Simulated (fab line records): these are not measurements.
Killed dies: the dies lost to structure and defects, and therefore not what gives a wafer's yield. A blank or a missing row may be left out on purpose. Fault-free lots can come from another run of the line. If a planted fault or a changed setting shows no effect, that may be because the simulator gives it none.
Which tool is to blame? -- flow n5-finfet -- 36 wafers from 12 lots sampled at 4 of the route's 1938 steps

## WHAT EACH GAUGE READ, for each wafer
Not one reading of a measure or inspect step in the record can be checked against a usual standard deviation.

## TOOL THAT RAN EACH LOT (tool first, then ch and the chambers of the sampled wafers, then the start)
lot,N5_BEOL_M15_PRE_CLEAN_42,N5_MIM_TOP_ALD_01,N5_MIM_TOP_ALD_02,N5_MIM_TOP_ETCH_ETCH_00
L804,"pvd-sputter-03, day 11 16:34","ald-hk-01 ch 1,2,3, day 11 21:56 or earlier","ald-hk-01 ch 1,2,3, day 11 21:56 or earlier","rie-metal-03 ch 0,1, day 11 21:56"
L805,"pvd-sputter-03, day 12 15:16","ald-hk-03 ch 0,2,3, day 12 21:07 or earlier","ald-hk-03 ch 0,2,3, day 12 21:07 or earlier","rie-metal-01 ch 0,1, day 12 21:07"
L807,"pvd-sputter-02, day 12 15:40","ald-hk-02 ch 0,2,3, day 12 21:24 or earlier","ald-hk-02 ch 0,2,3, day 12 21:24 or earlier","rie-metal-01 ch 0,1, day 12 21:24"
L808,"pvd-sputter-02, day 12 20:38","ald-hk-01 ch 0,1,2, day 13 01:40 or earlier","ald-hk-01 ch 0,1,2, day 13 01:40 or earlier","rie-metal-03 ch 0,1, day 13 01:40"
L806,"pvd-sputter-02, day 13 01:13","ald-hk-03 ch 1,2,3, day 13 18:58 or earlier","ald-hk-03 ch 1,2,3, day 13 18:58 or earlier","rie-metal-03 ch 0,1, day 13 18:58"
L810,"pvd-sputter-01, day 14 05:25","ald-hk-02 ch 1,2,3, day 14 10:46 or earlier","ald-hk-02 ch 1,2,3, day 14 10:46 or earlier","rie-metal-03 ch 0,1, day 14 10:46"
L811,"pvd-sputter-01, day 14 09:19","ald-hk-03 ch 0,2, day 14 14:55 or earlier","ald-hk-03 ch 0,2, day 14 14:55 or earlier","rie-metal-02 ch 0,1, day 14 14:55"
L815,"pvd-sputter-01, day 15 13:53","ald-hk-03 ch 0,1,2, day 15 18:49 or earlier","ald-hk-03 ch 0,1,2, day 15 18:49 or earlier","rie-metal-03 ch 0,1, day 15 18:49"
L813,"pvd-sputter-03, day 15 15:40","ald-hk-02 ch 0,2, day 15 21:38 or earlier","ald-hk-02 ch 0,2, day 15 21:38 or earlier","rie-metal-03 ch 0,1, day 15 21:38"
L816,"pvd-sputter-02, day 15 15:44","ald-hk-03 ch 0,1,3, day 15 23:04 or earlier","ald-hk-03 ch 0,1,3, day 15 23:04 or earlier","rie-metal-01 ch 0,1, day 15 23:04"
L817,"pvd-sputter-02, day 15 18:11","ald-hk-02 ch 2,3, day 15 23:38 or earlier","ald-hk-02 ch 2,3, day 15 23:38 or earlier","rie-metal-03 ch 0,1, day 15 23:38"
L825,"pvd-sputter-02, day 18 13:18","ald-hk-02 ch 0,3, day 18 23:36 or earlier","ald-hk-02 ch 0,3, day 18 23:36 or earlier","rie-metal-02 ch 0,1, day 18 23:36"
- N5_BEOL_M15_PRE_CLEAN_42: time 30 s.
- N5_MIM_TOP_ALD_01: deposits HfO2, target thk 5.6 nm, pulse time 1 s, purge time 3 s.
- N5_MIM_TOP_ALD_02: deposits Al2O3, purge time 3 s, co reactant pulse time 3 s.
- N5_MIM_TOP_ETCH_ETCH_00: etches TiN in Cl2/BCl3, target depth 38.5 nm.

## WHAT THE TOOLS THEMSELVES READ (means of the sampled wafers that have a number; where no wafer has one, the mark that the record gives instead)
N5_BEOL_M15_PRE_CLEAN_42. Usual: heater-power-w 470 W, standard deviation 47.
lot,tool,heater-power-w (W),flag
L804,pvd-sputter-03,512,
L805,pvd-sputter-03,436,
L807,pvd-sputter-02,461,
L808,pvd-sputter-02,487,
L806,pvd-sputter-02,486,
L810,pvd-sputter-01,456,
L811,pvd-sputter-01,459,
L815,pvd-sputter-01,465,
L813,pvd-sputter-03,440,
L816,pvd-sputter-02,447,
L817,pvd-sputter-02,462,
L825,pvd-sputter-02,470,

N5_MIM_TOP_ALD_01. Usual: precursor-pulse-height-rel 1.001, standard deviation 0.019.
lot,tool,precursor-pulse-height-rel,flag
L804,ald-hk-01,0.993,
L805,ald-hk-03,1.007,
L807,ald-hk-02,0.999,
L808,ald-hk-01,1.012,
L806,ald-hk-03,0.993,
L810,ald-hk-02,1.023,
L811,ald-hk-03,0.981,
L815,ald-hk-03,0.992,
L813,ald-hk-02,1.005,
L816,ald-hk-03,1.008,
L817,ald-hk-02,1.004,
L825,ald-hk-02,1.006,

N5_MIM_TOP_ALD_02. Usual: precursor-pulse-height-rel 1.000, standard deviation 0.019.
lot,tool,precursor-pulse-height-rel,flag
L804,ald-hk-01,0.998,
L805,ald-hk-03,0.986,
L807,ald-hk-02,1.010,
L808,ald-hk-01,0.995,
L806,ald-hk-03,1.006,
L810,ald-hk-02,0.995,
L811,ald-hk-03,0.996,
L815,ald-hk-03,1.012,
L813,ald-hk-02,0.974,
L816,ald-hk-03,1.017,
L817,ald-hk-02,0.996,
L825,ald-hk-02,0.995,

N5_MIM_TOP_ETCH_ETCH_00. Usual: drypump-motor-current-A 5.8 A, standard deviation 0.38; oes-product-au 0.78 a.u., standard deviation 0.077; throttle-valve-pct 22.7 %, standard deviation 0.31.
lot,tool,drypump-motor-current-A (A),oes-product-au (a.u.),throttle-valve-pct (%),flag
L804,rie-metal-03,6.0,0.81,22.7,
L805,rie-metal-01,5.7,0.74,23.0,
L807,rie-metal-01,5.6,0.74,23.0,
L808,rie-metal-03,6.0,0.80,22.7,
L806,rie-metal-03,6.0,0.79,22.7,
L810,rie-metal-03,6.0,0.80,22.7,
L811,rie-metal-02,5.5,0.84,22.7,
L815,rie-metal-03,6.0,0.78,22.7,
L813,rie-metal-03,5.7,0.81,22.5,
L816,rie-metal-01,5.8,0.69,22.8,
L817,rie-metal-03,6.0,0.98,22.6,
L825,rie-metal-02,5.5,0.80,22.7,

## THE ANSWER, worked out from the rows above alone
Rule: a lot counts as off when the mean over its wafers that have a number is more than 3 standard deviations away from the usual mean. A lot without any number at a reading at which 4 lots or more have one is off too. The other lots that the step has rows for count as sound. First the gauges in route order, then the tools' own readings, where a lot's mean is used as printed above. At the first step where some lot is off, the reading lying furthest off is the one used; lots without a number count as furthest.
Across all readings shown, no lot is off: no conclusion can be drawn from this.

## WHAT WAS PUT IN BY THE SIMULATOR
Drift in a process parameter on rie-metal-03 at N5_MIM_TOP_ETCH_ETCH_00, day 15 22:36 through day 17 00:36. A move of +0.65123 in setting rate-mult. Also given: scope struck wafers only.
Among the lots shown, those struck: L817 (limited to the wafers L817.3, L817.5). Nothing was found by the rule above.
